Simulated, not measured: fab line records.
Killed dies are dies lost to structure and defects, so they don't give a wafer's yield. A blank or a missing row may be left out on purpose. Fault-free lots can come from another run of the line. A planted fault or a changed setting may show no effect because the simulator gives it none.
Struck lot and sound lot, side by side    flow n5 finfet    16 steps out of a route of 1938
Sound: the wafers L272.2, L272.3, L272.4. Wafers L284.3, L284.5 were the ones struck. Last of all comes the cause.
At each step with rows: each side's tool, then ch and its chambers, then its first start. Under that, the readings that differ: sound wafers    struck wafers    difference of the means    sigmas: that difference in standard deviations of wafers without a fault.
alike: readings whose means differ by less than 2 such deviations, and words and numbers that are the same on both sides. not compared: withheld readings, readings that some wafer has no value for, bounds like >300 that may hide the same value, and numbers for which the record gives no deviation and whose values overlap.
The two part at a step that has a row with sigmas, a row that says differs or no value, or rows on one side only. Non-overlapping numbers with no deviation appear without sigmas and do not part them. A reading missing from all wafers of one side parts the sides only when that side holds two or more wafers.

first, 7 steps without rows for these wafers: N5_BEOL_M3_COAT_73 (time 60 s, resist thk 5 nm); N5_BEOL_M3_COAT_05 (resist thk 30 nm); N5_BEOL_M3_EBR_07; N5_BEOL_M3_SOFTBAKE_06 (time 60 s); N5_BEOL_M3_EXPOSE_08 (exposes mask M3); N5_BEOL_M3_PEB_09 (peb time 60 s); N5_BEOL_M3_DEVELOP_10 (develop time 30 s).
N5_BEOL_M3_CD_MEAS_11 targets a cd of 17.05 nm.
  sound on cd sem-03 ch 0, day 9 15:22; struck on cd sem-01 ch 0, day 12 16:34
  alike: cd nm
N5_BEOL_M3_OVL_MEAS_12:
  sound on overlay-01 ch 0, day 9 15:24; struck on overlay-02 ch 0, day 12 16:36
reading      sound        struck     difference  sigmas
M3_OVL (nm)  2.0 1.1 2.0  -1.0 -0.3  -2.4        -3
N5_BEOL_M3_INSPECT_13: inspects for defects (brightfield).
  sound on defect inspect-02, day 9 15:27; struck on defect inspect-01, day 12 16:39
  alike: raw defect count
N5_BEOL_M3_DESCUM_16: chemistry O2, time 7 s.
  sound on rie diel-02 ch 1,2,3, day 9 15:29; struck on rie diel-04 ch 0,1, day 12 16:42
reading                sound           struck     difference  sigmas
oes product au (a.u.)  0.72 0.98 0.74  0.69 0.70  -0.12       -2
  alike: drypump motor current A, rf vpp V, showerhead plenum p Torr, temp c, throttle valve pct
  not compared: rf hours counter h
N5_BEOL_M3_ETCH_74: etches underlayer in N2/H2, target depth 6.5 nm, time 5.2 s.
  sound on rie diel-02 ch 1,2,3, day 9 15:31; struck on rie diel-04 ch 0,1, day 12 16:44
reading                 sound              struck       difference  sigmas
oes product au (a.u.)   0.62 0.82 0.64     0.60 0.60    -0.09       -2
throttle valve pct (%)  17.72 17.60 17.78  18.12 17.98  +0.35       +3
  alike: drypump motor current A, etch rf on time s, rf vpp V, showerhead plenum p Torr
  not compared: rf hours counter h
N5_BEOL_M3_ETCH_63: etches SiARC in CF4, target depth 15.6 nm, time 26 s.
  sound on rie diel-02 ch 1,2,3, day 9 15:32; struck on rie diel-04 ch 0,1, day 12 16:45
reading                 sound              struck       difference  sigmas
etch rf on time s (s)   26.5 25.8 26.9     18.3 18.6    -7.9        -14
throttle valve pct (%)  15.59 15.39 15.55  16.08 15.74  +0.40       +2
  alike: drypump motor current A, oes product au, rf vpp V, showerhead plenum p Torr
  not compared: rf hours counter h
N5_BEOL_M3_ETCH_64: etches SOC in N2/H2, target depth 75 nm, overetch 15 nm, time 112.5 s.
  sound on rie diel-02 ch 1,2,3, day 9 15:34; struck on rie diel-04 ch 0,1, day 12 16:47
reading                 sound              struck       difference  sigmas
oes product au (a.u.)   0.59 0.76 0.60     0.55 0.56    -0.09       -2
throttle valve pct (%)  17.68 17.56 17.73  18.08 17.94  +0.35       +3
  alike: drypump motor current A, rf vpp V, showerhead plenum p Torr, temp c
  not compared: rf hours counter h
N5_BEOL_M4_RC_MEAS_101:
  sound on prober-01 ch 0, day 11 00:37; struck on prober-01 ch 0, day 13 14:27
reading    sound           struck     difference  sigmas
VT_P (mV)  -246 -246 -243  -249 -256  -8          -2
  alike: DIBL_N, DIBL_P, IOFF_N, IOFF_P, ION_N, ION_P, SS_N, SS_P, VT_N
N5_PASSIVATION_PROBE_49:
  the record has rows for the sound wafers here (prober-01, day 16 04:31) and none for the struck ones

WHERE THEY PART
Last at N5_PASSIVATION_PROBE_49 as far as this record goes, first at N5_BEOL_M3_OVL_MEAS_12.

WHY: what had been put in by the simulator
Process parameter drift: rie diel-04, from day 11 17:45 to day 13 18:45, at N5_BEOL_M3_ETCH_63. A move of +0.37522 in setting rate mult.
